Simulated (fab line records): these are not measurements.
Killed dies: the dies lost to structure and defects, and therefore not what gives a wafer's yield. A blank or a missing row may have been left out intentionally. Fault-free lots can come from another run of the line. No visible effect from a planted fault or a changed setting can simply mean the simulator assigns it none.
Matching of chambers + flow n5 finfet + N5_BEOL_M1_PECVD_72 on pecvd-02: 3 sister chambers
The step deposits SiO2 from TEOS/O2, target thk 16 nm, time 18 s. 6 wafers are shown with their chamber, then 11 later ones without.

== WAFERS PAIRED WITH THEIR CHAMBERS ==
| wafer  | chamber | showerhead plenum p Torr (Torr) | throttle valve pct (%) |
|--------|---------|---------------------------------|------------------------|
| L093.4 | 0       | 8.87                            | 22.3                   |
| L093.6 | 2       | 8.77                            | 20.8                   |
| L095.2 | 2       | 8.80                            | 20.8                   |
| L095.3 | 0       | 8.91                            | 22.5                   |
| L095.6 | 1       | 8.76                            | 21.4                   |
| L096.1 | 1       | 8.76                            | 21.5                   |

== WAFERS WITH NO CHAMBER GIVEN ==
| wafer  | showerhead plenum p Torr (Torr) | throttle valve pct (%) |
|--------|---------------------------------|------------------------|
| L096.2 | 8.89                            | 22.6                   |
| L096.3 | 8.75                            | 21.0                   |
| L096.4 | 8.76                            | 20.8                   |
| L096.5 | 8.90                            | 22.5                   |
| L096.6 | 8.76                            | 21.6                   |
| L097.1 | 8.90                            | 22.6                   |
| L097.2 | 8.76                            | 21.8                   |
| L097.3 | 8.77                            | 20.4                   |
| L097.4 | 8.90                            | 22.8                   |
| L097.5 | 8.76                            | 21.4                   |
| L097.6 | 8.77                            | 20.8                   |

== EACH ONE'S CHAMBER ==
| wafer  | from the rows above | in truth |
|--------|---------------------|----------|
| L096.2 | 0                   | 0        |
| L096.3 | 2                   | 2        |
| L096.4 | 2                   | 2        |
| L096.5 | 0                   | 0        |
| L096.6 | 1                   | 1        |
| L097.1 | 0                   | 0        |
| L097.2 | 1                   | 1        |
| L097.3 | 2                   | 2        |
| L097.4 | 0                   | 0        |
| L097.5 | 1                   | 1        |
| L097.6 | 2                   | 2        |
Correctly placed: 11 of 11. Not placeable from these rows: 0. 0 placed wrongly.
How it was worked out, from the rows above alone: a wafer's distance from a chamber is the root of the sum, over the readings, of the square of ((its reading less the chamber's mean) divided by the reading's scatter). The wafer belongs to the nearest chamber; if the next one is less than 2 further off, it can't be placed. Each chamber's mean is taken over the wafers shown for it. The scatter: the root of (the sum of the squares of (reading less its chamber's mean) over the shown wafers, divided by (wafers less chambers)).
